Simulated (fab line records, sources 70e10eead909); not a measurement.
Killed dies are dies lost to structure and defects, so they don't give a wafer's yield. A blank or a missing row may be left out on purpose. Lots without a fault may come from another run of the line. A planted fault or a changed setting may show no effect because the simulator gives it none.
fab line records | flow nand_harc
record lots=24 wafers=72 last_day=24
route steps=1159 shown A_CONTACT@936 A_BLC@980
lots that met no fault: from a run of the same line without faults
start_h: hours from the record's first day to the start of the lot's first wafer shown | wait_h: hours since the lot's step before | " the same as in the row above | L1.1+2: a row that stands for several wafers | - no value, or no start given | * or withheld: withheld | < > ~ a bound
route shown NAME@n: a module of which the file shows steps, and the number in the route of the first | usual: mean/standard deviation of fault-free wafers | same: alike in all rows | chamber/n: place in a boat | sites: the reading at each site | _std_site: their standard deviation | _edge_site: outer sites' mean less inner sites' | radius_mm: how far each site lies from the wafer's centre | mask NAME#n: copy n | behind: the tool/chamber that last shaped the wafer | hold: why the lot was held/for how many hours/how that ended | device: the transistor (n, p or np) that didn't switch | end of line: the same wafers' tests at the end of the route | a step without rows: its recipe alone | killed: dies lost to structure and defects at the first sort, not the wafer's yield | map: a wafer's dies, x killed, . not, _ none there
set.NAME: the setting as run; set.NAME@STEP: as run at that earlier step | model.NAME: the simulator's own value behind a step, which no gauge read
steps of the route over a sample of lots; a table a step, a row a wafer
services: from which hour (start_h, from the record's first day; less than 0 if before it) a tool's chamber was out of use, for how many hours, and why
## steps
# step NHARC_A_CONTACT_OVL_MEAS_09
# usual overlay_x_nm=-0.1/0.96 overlay_y_nm=-0.2/0.88
# columns lot.wafer tool chamber start_h wait_h overlay_x_nm overlay_y_nm
L074.3 overlay-01 - 373.91 - -0.1 -1.2
L074.4 " - " " 0.5 -1.0
L074.5 " - " " 0.3 -0.8
L075.2 overlay-02 - 383.91 - -0.4 0.4
L075.3 " - " " -1.1 0.7
L075.6 " - " " -1.3 -0.1
L077.2 overlay-01 - 388.42 - 0.5 1.7
L077.4 " - " " 0.6 1.2
L077.5 " - " " 1.0 1.1
L076.2 overlay-01 - 397.06 - 0.6 -1.1
L076.3 " - " " 0.2 -1.0
L076.4 " - " " 0.1 -0.3
L079.1 overlay-02 - 402.63 - -0.4 1.2
L079.2 " - " " -0.2 0.8
L079.5 " - " " -0.3 1.0
L078.1 overlay-01 - 405.36 - -0.5 -0.4
L078.2 " - " " 0.1 -0.8
L078.6 " - " " -0.3 -0.8
L080.1 overlay-02 - 407.97 - 1.2 -0.4
L080.3 " - " " 1.8 -0.2
L080.6 " - " " 1.5 -0.8
L081.1 overlay-01 - 424.20 - 1.9 -0.1
L081.2 " - " " 2.4 -0.3
L081.4 " - " " 1.6 -0.5
L082.1 overlay-02 - 437.95 - -0.2 -1.4
L082.4 " - " " -0.5 -0.7
L082.5 " - " " -0.2 -0.6
L084.1 overlay-01 - 439.56 - -2.0 1.1
L084.2 " - " " -1.7 0.7
L084.5 " - " " -1.8 1.1
L085.2 overlay-02 - 450.55 - -1.1 -1.7
L085.4 " - " " -1.6 -1.3
L085.5 " - " " -1.6 -1.7
L083.2 overlay-01 - 456.02 - 0.5 -1.1
L083.3 " - " " 1.0 -1.1
L083.6 " - " " -0.4 -1.4
L086.2 overlay-01 - 461.75 - -0.2 0.2
L086.5 " - " " 0.1 0.2
L086.6 " - " " -0.2 0.4
L087.1 overlay-02 - 465.87 - -0.5 -0.3
L087.2 " - " " 0.1 -0.6
L087.4 " - " " -0.7 -0.4
L088.3 overlay-01 - 467.25 - 1.3 1.2
L088.4 " - " " 1.2 0.2
L088.5 " - " " 0.4 -0.2
L089.2 overlay-01 - 470.85 - 0.7 -0.6
L089.4 " - " " 0.2 -0.3
L089.6 " - " " 0.1 -0.5
L090.1 overlay-01 - 473.00 - -0.5 -0.5
L090.3 " - " " -1.0 -0.3
L090.5 " - " " -0.5 -0.7
L091.1 overlay-02 - 485.81 - -1.2 -1.3
L091.2 " - " " -1.3 -1.4
L091.5 " - " " -1.8 -1.2
L094.1 overlay-01 - 496.97 - 0.1 -1.4
L094.3 " - " " 0.3 -1.1
L094.6 " - " " -0.1 -1.3
L092.2 overlay-01 - 500.09 - -0.5 0.0
L092.3 " - " " -0.6 -0.8
L092.6 " - " " -0.7 -1.1
L096.2 overlay-01 - 505.15 - -0.6 1.2
L096.4 " - " " -0.5 1.3
L096.5 " - " " -0.4 1.8
L095.2 overlay-01 - 508.32 - 1.7 -1.1
L095.4 " - " " 1.1 -0.4
L095.6 " - " " 1.3 -0.5
L093.1 overlay-02 - 510.10 - -0.1 0.6
L093.2 " - " " 0.2 0.6
L093.4 " - " " -0.2 0.9
L097.3 overlay-01 - 523.13 - -0.8 0.3
L097.4 " - " " -0.8 0.3
L097.5 " - " " -0.6 0.6
# step NHARC_A_CONTACT_INSPECT_10
# usual raw_defect_count=30/14
# columns lot.wafer tool chamber start_h wait_h raw_defect_count
L074.3 defect_inspect-02 - 373.95 0.0 27
L074.4 " - " " 26
L074.5 " - " " 22
L075.2 defect_inspect-01 - 383.97 0.1 16
L075.3 " - " " 21
L075.6 " - " " 19
L077.2 defect_inspect-01 - 388.46 0.0 19
L077.4 " - " " 18
L077.5 " - " " 22
L076.2 defect_inspect-01 - 397.09 0.0 26
L076.3 " - " " 27
L076.4 " - " " 27
L079.1 defect_inspect-01 - 402.66 0.0 26
L079.2 " - " " 35
L079.5 " - " " 24
L078.1 defect_inspect-02 - 405.40 0.0 25
L078.2 " - " " 33
L078.6 " - " " 31
L080.1 defect_inspect-02 - 408.00 0.0 10
L080.3 " - " " 13
L080.6 " - " " 16
L081.1 defect_inspect-01 - 424.24 0.0 24
L081.2 " - " " 22
L081.4 " - " " 24
L082.1 defect_inspect-02 - 437.98 0.0 22
L082.4 " - " " 28
L082.5 " - " " 20
L084.1 defect_inspect-02 - 439.60 0.0 32
L084.2 " - " " 38
L084.5 " - " " 33
L085.2 defect_inspect-02 - 450.59 0.0 38
L085.4 " - " " 32
L085.5 " - " " 37
L083.2 defect_inspect-01 - 456.06 0.0 11
L083.3 " - " " 13
L083.6 " - " " 17
L086.2 defect_inspect-01 - 461.79 0.0 46
L086.5 " - " " 44
L086.6 " - " " 52
L087.1 defect_inspect-01 - 465.91 0.0 7
L087.2 " - " " 9
L087.4 " - " " 16
L088.3 defect_inspect-02 - 467.29 0.0 44
L088.4 " - " " 43
L088.5 " - " " 44
L089.2 defect_inspect-01 - 470.88 0.0 14
L089.4 " - " " 12
L089.6 " - " " 18
L090.1 defect_inspect-01 - 473.03 0.0 43
L090.3 " - " " 36
L090.5 " - " " 53
L091.1 defect_inspect-02 - 485.84 0.0 37
L091.2 " - " " 25
L091.5 " - " " 33
L094.1 defect_inspect-02 - 497.01 0.0 55
L094.3 " - " " 52
L094.6 " - " " 59
L092.2 defect_inspect-02 - 500.12 0.0 34
L092.3 " - " " 36
L092.6 " - " " 38
L096.2 defect_inspect-02 - 505.19 0.0 37
L096.4 " - " " 49
L096.5 " - " " 43
L095.2 defect_inspect-01 - 508.36 0.0 35
L095.4 " - " " 46
L095.6 " - " " 43
L093.1 defect_inspect-01 - 510.14 0.0 45
L093.2 " - " " 41
L093.4 " - " " 55
L097.3 defect_inspect-02 - 523.17 0.0 18
L097.4 " - " " 14
L097.5 " - " " 15
# step NHARC_A_CONTACT_ETCH_89
# recipe target_depth_a=2600 over_etch_frac=0.3 time_s=475.3 ion_energy_ev=200 n2_flow_sccm=150 h2_flow_sccm=150 ar_flow_sccm=0 rf_w=400 bias_w=150 chemistry=N2/H2
# usual bias_w=150.0/0.43 drypump_motor_current_A=5.9/0.39 oes_product_au=1.005/0.012 rf_fwd_power_W=399.5/1.3 rf_vpp_V=428.7/1.7 showerhead_plenum_p_Torr=1.97/0.056 throttle_valve_pct=14.171/0.0092
# columns lot.wafer tool chamber start_h wait_h bias_w drypump_motor_current_A oes_product_au rf_fwd_power_W rf_hours_counter_h rf_vpp_V showerhead_plenum_p_Torr throttle_valve_pct
L074.3 rie_diel-03 0 - - 150.2 6.5 0.996 398.6 53 425.6 1.89 14.163
L074.4 " 1 " " 150.1 6.0 0.986 397.4 54 427.1 1.94 14.174
L074.5 " 0 " " 149.6 6.5 0.999 398.5 - 426.4 1.89 14.166
L075.2 rie_diel-03 0 - - 149.7 6.5 1.010 401.9 56 425.9 1.89 14.166
L075.3 " 2 " " 150.5 5.6 1.009 397.7 54 427.3 1.92 14.158
L075.6 " 2 " " 150.5 5.6 1.001 396.7 - 428.1 1.92 14.158
L077.4 rie_diel-06 0 - - 149.1 5.9 1.006 398.6 28 429.3 1.97 14.178
L077.2 " 1 " " 149.7 5.7 1.013 399.2 28 429.0 2.01 14.172
L077.5 " 3 " " 150.4 5.6 0.995 402.2 - 431.3 2.08 14.186
L076.2 rie_diel-06 1 - - 149.9 5.7 1.017 399.6 30 430.1 2.01 14.168
L076.4 " 2 " " 150.1 6.5 0.988 399.7 25 429.9 2.00 14.154
L076.3 " 0 " " 149.3 5.9 1.006 401.1 30 429.5 1.97 14.168
L079.1 rie_diel-06 1 - - 149.8 5.7 1.017 397.6 32 429.4 2.01 14.166
L079.2 " 2 " " 150.7 6.5 0.979 401.1 26 429.1 2.00 14.160
L079.5 " 1 " " 150.1 5.7 1.012 398.9 - 429.1 2.01 14.172
L078.1 rie_diel-03 3 - - 148.9 5.2 1.024 399.8 1 429.1 1.98 14.163
L078.2 " 1 " " 149.9 6.0 1.000 399.1 1 427.1 1.94 14.162
L078.6 " 3 " " 150.0 5.3 1.024 400.3 - 429.4 1.98 14.161
L080.1 rie_diel-03 3 - - 150.1 5.3 1.016 398.9 1 430.6 1.98 14.165
L080.3 " 1 " " 150.8 6.0 1.013 399.2 1 428.2 1.94 14.170
L080.6 " 3 " " 149.7 5.2 1.017 400.8 - 429.2 1.98 14.186
L081.4 rie_diel-03 3 - - 150.4 5.3 1.012 400.4 7 429.4 1.98 14.191
L081.2 " 0 " " 149.8 6.5 0.999 399.3 7 427.2 1.89 14.161
L081.1 " 2 " " 150.4 5.6 0.996 397.8 7 425.9 1.91 14.164
L082.4 rie_diel-06 0 - - 149.6 6.0 1.017 398.9 2 428.6 1.97 14.162
L082.1 " 1 " " 149.6 5.7 1.032 400.2 2 430.5 2.01 14.148
L082.5 " 2 " " 150.0 6.6 1.003 399.4 - 428.9 2.00 14.179
L084.2 rie_diel-08 2 - - 150.3 6.5 1.005 400.5 47 429.9 2.06 14.174
L084.1 " 3 " " 149.4 5.5 1.000 397.5 43 427.6 1.96 14.176
L084.5 " 3 " " 149.4 5.5 1.002 398.1 - 429.3 1.96 14.177
L085.4 rie_diel-03 1 - - 149.5 6.0 1.006 400.6 19 428.0 1.94 14.171
L085.2 " 2 " " 149.8 5.5 0.995 398.3 16 426.9 1.91 14.176
L085.5 " 1 " " 150.1 6.0 0.996 402.7 - 427.8 1.94 14.181
L083.3 rie_diel-06 3 - - 150.3 5.7 0.984 400.3 5 430.4 2.08 14.177
L083.2 " 2 " " 150.5 6.5 0.997 398.4 5 431.5 2.00 14.165
L083.6 " 3 " " 149.6 5.7 0.986 400.9 - 431.6 2.08 14.172
L086.2 rie_diel-06 2 - - 149.7 6.5 1.010 397.6 8 429.6 2.00 14.176
L086.6 " 2 " " 150.0 6.5 1.002 399.7 - 428.9 2.00 14.182
L086.5 " 3 " " 149.9 5.7 1.002 398.9 - 430.5 2.07 14.152
L087.2 rie_diel-08 1 - - 150.3 5.9 1.002 398.9 55 428.0 1.95 14.170
L087.1 " 3 " " 150.5 5.5 0.991 400.6 52 429.3 1.96 14.178
L087.4 " 3 " " 150.6 5.6 0.999 397.9 - 428.2 1.96 14.154
L088.4 rie_diel-06 1 - - 149.8 5.7 1.027 401.2 8 428.6 2.00 14.185
L088.3 " 2 " " 150.2 6.5 0.997 398.6 9 429.1 2.00 14.166
L088.5 " 0 " " 150.0 5.9 1.015 399.6 - 428.4 1.97 14.158
L089.2 rie_diel-08 1 - - 150.2 5.9 0.999 398.2 58 428.4 1.95 14.181
L089.4 " 1 " " 149.8 5.9 1.000 397.4 - 428.4 1.95 14.155
L089.6 " 3 " " 149.7 5.6 1.001 401.1 - 427.2 1.96 14.177
L090.3 rie_diel-03 3 - - 150.0 5.3 1.015 399.0 25 429.4 1.97 14.170
L090.1 " 0 " " 149.4 6.5 1.004 399.4 25 426.2 1.88 14.190
L090.5 " 3 " " 149.7 5.3 1.019 398.6 - 429.9 1.97 14.183
L091.1 rie_diel-06 1 - - 150.2 5.7 1.033 399.5 12 429.7 2.00 14.172
L091.2 " 0 " " 150.2 6.0 1.002 398.2 12 429.8 1.97 14.169
L091.5 " 2 " " 150.1 6.5 1.001 398.8 - 428.3 2.00 14.180
L094.1 rie_diel-06 3 - - 150.2 5.6 1.001 399.5 15 429.7 2.07 14.172
L094.3 " 0 " " 150.1 6.0 1.022 398.6 15 427.9 1.97 14.163
L094.6 " 3 " " 149.8 5.6 0.991 400.0 - 430.6 2.07 14.179
L092.2 rie_diel-06 1 - - 150.6 5.7 1.024 400.3 15 429.3 2.00 14.183
L092.3 " 0 " " 149.8 5.9 1.009 398.3 16 428.3 1.97 14.160
L092.6 " 0 " " 149.6 5.9 1.009 400.2 - 429.4 1.97 14.174
L096.2 rie_diel-06 0 - - 150.4 5.9 1.015 401.1 17 428.2 1.97 14.174
L096.5 " 1 " " 150.6 5.7 1.020 402.0 - 431.0 2.00 14.162
L096.4 " 3 " " 150.0 5.7 0.993 399.4 - 430.7 2.07 14.164
L095.4 rie_diel-03 0 - - 150.1 6.5 0.998 400.8 41 426.5 1.88 14.166
L095.2 " 1 " " 150.4 6.0 1.001 399.8 43 427.7 1.93 14.185
L095.6 " 0 " " 149.5 6.5 0.995 399.6 - 425.7 1.88 14.170
L093.1 rie_diel-06 2 - - 149.3 6.5 1.006 397.9 15 430.3 2.00 14.163
L093.4 " 3 " " 151.0 5.6 0.989 399.6 18 431.6 2.07 14.163
L093.2 " 0 " " 150.0 6.0 1.013 400.1 18 429.1 1.96 14.170
L097.4 rie_diel-08 1 - - 150.0 5.9 1.005 398.4 16 427.8 1.94 14.152
L097.3 " 2 " " 150.0 6.5 1.012 398.4 15 431.6 2.05 14.171
L097.5 " 0 " " 149.8 6.2 0.993 400.0 - 426.5 1.89 14.180
# step NHARC_A_CONTACT_ETCH_135
# recipe source_w=withheld pressure_mtorr=20 bias_v=3000 time_s=132 target_depth_a=12870 ar_flow_sccm=withheld c4f8_flow_sccm=withheld o2_flow_sccm=withheld chemistry=C4F8/O2/Ar
# columns lot.wafer tool chamber start_h wait_h rf_hours_counter_h
L074.4 har_cap_etch-02 0 375.65 0.1 -
L074.3 " 1 " " -
L074.5 " 1 " " -
L075.2 har_cap_etch-02 0 385.50 0.2 12
L075.3 " 1 " " -
L075.6 " 1 " " -
L077.2 har_cap_etch-03 0 389.95 0.2 85
L077.4 " 0 " " -
L077.5 " 0 " " -
L076.2 har_cap_etch-03 1 398.60 0.2 86
L076.3 " 1 " " -
L076.4 " 0 " " -
L079.2 har_cap_etch-03 0 403.91 0.2 87
L079.1 " 1 " " 87
L079.5 " 1 " " -
L078.1 har_cap_etch-01 0 406.65 0.2 61
L078.2 " 1 " " 61
L078.6 " 0 " " -
L080.1 har_cap_etch-03 1 409.25 0.2 88
L080.3 " 1 " " -
L080.6 " 1 " " -
L081.1 har_cap_etch-02 1 425.63 0.2 18
L081.2 " 0 " " 18
L081.4 " 1 " " -
L082.1 har_cap_etch-02 0 439.24 0.2 20
L082.4 " 0 " " -
L082.5 " 0 " " -
L084.2 har_cap_etch-03 1 441.04 0.2 91
L084.1 " 0 " " 91
L084.5 " 1 " " -
L085.2 har_cap_etch-03 1 451.84 0.2 93
L085.4 " 0 " " -
L085.5 " 0 " " -
L083.2 har_cap_etch-03 1 457.39 0.2 94
L083.3 " 1 " " -
L083.6 " 1 " " -
L086.2 har_cap_etch-02 1 463.09 0.2 26
L086.6 " 0 " " -
L086.5 " 1 " " -
L087.2 har_cap_etch-01 1 467.42 0.2 72
L087.1 " 0 " " 72
L087.4 " 0 " " -
L088.3 har_cap_etch-03 0 468.86 0.1 -
L088.4 " 1 " " -
L088.5 " 0 " " -
L089.2 har_cap_etch-01 0 472.57 0.2 73
L089.4 " 0 " " -
L089.6 " 0 " " -
L090.1 har_cap_etch-02 0 474.31 0.2 28
L090.3 " 1 " " -
L090.5 " 1 " " -
L091.1 har_cap_etch-01 1 487.21 0.2 75
L091.2 " 0 " " 75
L091.5 " 0 " " -
L094.1 har_cap_etch-01 0 498.54 0.2 77
L094.3 " 1 " " -
L094.6 " 1 " " -
L092.2 har_cap_etch-01 1 502.02 0.2 77
L092.3 " 0 " " -
L092.6 " 0 " " -
L096.2 har_cap_etch-01 0 507.44 0.2 78
L096.4 " 1 " " -
L096.5 " 1 " " -
L095.2 har_cap_etch-02 1 509.61 0.2 35
L095.4 " 1 " " -
L095.6 " 0 " " -
L093.1 har_cap_etch-01 0 511.39 0.2 79
L093.2 " 1 " " 79
L093.4 " 1 " " -
L097.3 har_cap_etch-01 1 524.58 0.1 -
L097.4 " 0 " " -
L097.5 " 1 " " -
# step NHARC_A_BLC_ETCH_18
# recipe target_depth_a=9100 c4f8_flow_sccm=20 o2_flow_sccm=10 ar_flow_sccm=withheld rf_w=600 bias_w=1500 chemistry=C4F8/O2/Ar
# usual bias_w=1501/4.6 oes_product_au=0.951/0.021 rf_fwd_power_W=599.1/1.8 rf_vpp_V=975/5.4
# columns lot.wafer tool chamber start_h wait_h bias_w oes_product_au rf_fwd_power_W rf_hours_counter_h rf_vpp_V
L074.4 rie_diel-10 2 - - 1502 0.962 599.2 3 984
L074.3 " 3 " " 1500 0.969 602.2 3 976
L074.5 " 1 " " 1491 0.983 599.6 - 975
L075.2 rie_diel-04 3 - - 1502 0.939 598.5 12 969
L075.3 " 1 " " 1501 0.923 597.7 6 979
L075.6 " 0 " " 1501 0.942 596.7 - 970
L077.2 rie_diel-04 1 - - 1500 0.915 599.5 7 978
L077.4 " 2 " " 1507 0.935 601.5 12 981
L077.5 " 0 " " 1496 0.937 600.5 - 969
L076.2 rie_diel-12 0 - - 1500 0.961 600.6 6 974
L076.3 " 1 " " 1501 0.947 598.9 5 969
L076.4 " 2 " " 1506 0.958 600.2 5 983
L079.1 rie_diel-04 0 - - 1494 0.933 599.3 12 970
L079.2 " 1 " " 1491 0.973 597.9 8 978
L079.5 " 0 " " 1501 0.955 601.3 - 969
L078.2 rie_diel-12 0 - - 1499 0.947 599.2 8 974
L078.1 " 2 " " 1506 0.964 597.6 8 982
L078.6 " 0 " " 1496 0.949 596.5 - 975
L080.1 rie_diel-10 0 - - 1507 0.953 598.1 7 968
L080.3 " 1 " " 1495 0.954 598.1 7 975
L080.6 " 0 " " 1501 0.952 597.0 - 969
L081.4 rie_diel-10 3 - - 1497 0.967 598.1 10 975
L081.2 " 0 " " 1500 0.981 597.8 10 968
L081.1 " 1 " " 1495 0.980 598.3 10 974
L082.4 rie_diel-10 3 - - 1498 0.971 601.5 11 974
L082.1 " 1 " " 1498 0.971 601.4 11 974
L082.5 " 0 " " 1507 0.976 596.2 - 967
L084.2 rie_diel-04 3 - - 1502 0.909 600.5 17 969
L084.1 " 0 " " 1491 0.928 599.6 16 970
L084.5 " 2 " " 1504 0.926 600.3 - 980
L085.4 rie_diel-12 2 - - 1502 0.967 598.9 27 981
L085.2 " 3 " " 1498 0.973 598.4 27 981
L085.5 " 2 " " 1499 0.969 597.7 - 982
L083.2 rie_diel-04 2 - - 1497 0.975 598.0 18 981
L083.3 " 3 " " 1502 0.955 597.3 18 969
L083.6 " 1 " " 1499 0.966 598.4 - 979
L086.2 rie_diel-10 2 - - 1506 0.925 598.1 12 984
L086.6 " 1 " " 1498 0.938 599.3 - 975
L086.5 " 2 " " 1504 0.918 597.7 - 985
L087.1 rie_diel-10 0 - - 1506 0.985 596.0 13 969
L087.2 " 1 " " 1495 0.987 599.4 12 975
L087.4 " 3 " " 1504 0.955 600.1 13 976
L088.3 rie_diel-04 2 - - 1496 0.959 600.2 0 982
L088.4 " 3 " " 1505 0.948 594.5 0 969
L088.5 " 1 " " 1503 0.985 599.4 - 979
L089.4 rie_diel-04 1 - - 1501 0.976 601.6 1 979
L089.2 " 3 " " 1504 0.967 599.9 0 969
L089.6 " 2 " " 1498 0.974 596.0 - 980
L090.3 rie_diel-10 0 - - 1499 0.930 599.0 15 968
L090.1 " 2 " " 1502 0.940 600.9 13 983
L090.5 " 0 " " 1501 0.928 597.3 - 969
L091.2 rie_diel-12 3 - - 1501 0.924 600.6 42 980
L091.1 " 2 " " 1504 0.930 597.2 43 981
L091.5 " 0 " " 1503 0.932 597.6 - 973
L094.1 rie_diel-04 0 - - 1497 0.937 597.5 3 969
L094.3 " 1 " " 1503 0.950 600.6 3 978
L094.6 " 2 " " 1502 0.940 599.6 - 981
L092.2 rie_diel-10 2 - - 1502 0.958 602.2 16 984
L092.3 " 1 " " 1490 0.954 601.0 17 974
L092.6 " 2 " " 1497 0.965 601.6 - 984
L096.2 rie_diel-10 3 - - 1497 0.933 599.3 19 976
L096.4 " 1 " " 1494 0.925 595.8 18 974
L096.5 " 3 " " 1506 0.927 600.8 - 976
L095.2 rie_diel-10 0 - - 1506 0.910 599.0 20 969
L095.4 " 2 " " 1499 0.922 601.2 18 983
L095.6 " 0 " " 1496 0.924 600.2 - 968
L093.2 rie_diel-10 0 - - 1499 0.984 600.9 21 969
L093.4 " 2 " " 1499 0.957 599.7 18 985
L093.1 " 3 " " 1504 0.964 600.8 19 974
L097.3 rie_diel-04 1 - - 1495 0.984 600.7 6 977
L097.4 " 2 " " 1509 0.957 603.2 6 981
L097.5 " 1 " " 1500 0.980 600.2 - 979
# step NHARC_A_BLC_CD_MEAS_19
# usual cd_nm=100.1/1.9
# columns lot.wafer tool chamber start_h wait_h cd_nm
L074.3 cd_sem-01 - 380.85 - 102.0
L074.4 " - " " 101.2
L074.5 " - " " 101.9
L075.2 cd_sem-01 - 392.98 - 101.5
L075.3 " - " " 99.6
L075.6 " - " " 100.1
L077.2 cd_sem-03 - 396.42 - 97.7
L077.4 " - " " 102.4
L077.5 " - " " 101.4
L076.2 cd_sem-03 - 408.29 - 96.7
L076.3 " - " " 99.1
L076.4 " - " " 98.4
L079.1 cd_sem-03 - 413.49 - 102.7
L079.2 " - " " 105.7
L079.5 " - " " 99.0
L078.1 cd_sem-03 - 414.69 - 99.3
L078.2 " - " " 96.6
L078.6 " - " " 98.9
L080.1 cd_sem-01 - 415.64 - 99.4
L080.3 " - " " 99.1
L080.6 " - " " 99.3
L081.1 cd_sem-03 - 443.60 - 100.8
L081.2 " - " " 100.6
L081.4 " - " " 99.4
L082.1 cd_sem-02 - 452.44 - 100.1
L082.4 " - " " 97.7
L082.5 " - " " 99.8
L084.1 cd_sem-01 - 453.30 - 101.7
L084.2 " - " " 101.1
L084.5 " - " " 103.6
L085.2 cd_sem-03 - 457.65 - 98.1
L085.4 " - " " 99.4
L085.5 " - " " 100.2
L083.2 cd_sem-02 - 464.48 - 100.4
L083.3 " - " " 98.9
L083.6 " - " " 97.8
L086.2 cd_sem-02 - 468.36 - 100.5
L086.5 " - " " 99.1
L086.6 " - " " 99.1
L087.1 cd_sem-03 - 472.80 - 102.1
L087.2 " - " " 101.9
L087.4 " - " " 98.7
L088.3 cd_sem-03 - 478.10 - 95.3
L088.4 " - " " 103.6
L088.5 " - " " 97.7
L089.2 cd_sem-02 - 479.14 - 96.9
L089.4 " - " " 99.9
L089.6 " - " " 99.0
L090.1 cd_sem-02 - 480.00 - 102.1
L090.3 " - " " 103.1
L090.5 " - " " 101.6
L091.1 cd_sem-02 - 495.19 - 98.0
L091.2 " - " " 93.0
L091.5 " - " " 96.8
L094.1 cd_sem-02 - 505.95 - 101.5
L094.3 " - " " 102.6
L094.6 " - " " 99.4
L092.2 cd_sem-03 - 507.66 - 102.3
L092.3 " - " " 100.5
L092.6 " - " " 99.7
L096.2 cd_sem-03 - 512.77 - 98.9
L096.4 " - " " 102.4
L096.5 " - " " 100.4
L095.2 cd_sem-02 - 514.73 - 100.1
L095.4 " - " " 99.5
L095.6 " - " " 101.2
L093.1 cd_sem-02 - 516.59 - 101.2
L093.2 " - " " 101.2
L093.4 " - " " 100.3
L097.3 cd_sem-02 - 531.12 - 98.0
L097.4 " - " " 98.5
L097.5 " - " " 98.4
## services
# columns tool chamber start_h hours kind
rie_diel-10 - 353.59 9.0 pm
rie_diel-04 0 356.92 3.0 repair
rie_diel-06 2 363.74 8.6 repair
rie_diel-06 2 372.95 7.0 repair
rie_diel-12 - 379.45 9.0 pm
rie_diel-03 - 392.49 9.0 pm
rie_diel-04 3 411.78 5.9 repair
rie_diel-08 3 412.25 7.3 repair
rie_diel-04 1 414.37 2.7 repair
rie_diel-06 - 418.25 9.0 pm
rie_diel-10 - 424.29 0.3 repair
rie_diel-08 0 425.33 4.7 repair
rie_diel-03 2 435.96 5.0 repair
rie_diel-04 - 450.94 0.3 repair
rie_diel-08 2 457.24 16.9 repair
rie_diel-04 0 463.28 6.4 repair
rie_diel-04 - 466.00 9.0 pm
rie_diel-08 - 478.95 9.0 pm
rie_diel-04 - 493.37 1.2 repair
rie_diel-06 2 496.83 10.5 repair
rie_diel-10 - 500.08 0.4 repair
rie_diel-06 - 529.36 0.3 repair
rie_diel-10 - 530.59 9.0 pm
rie_diel-06 3 530.74 9.0 repair
## key
fault none
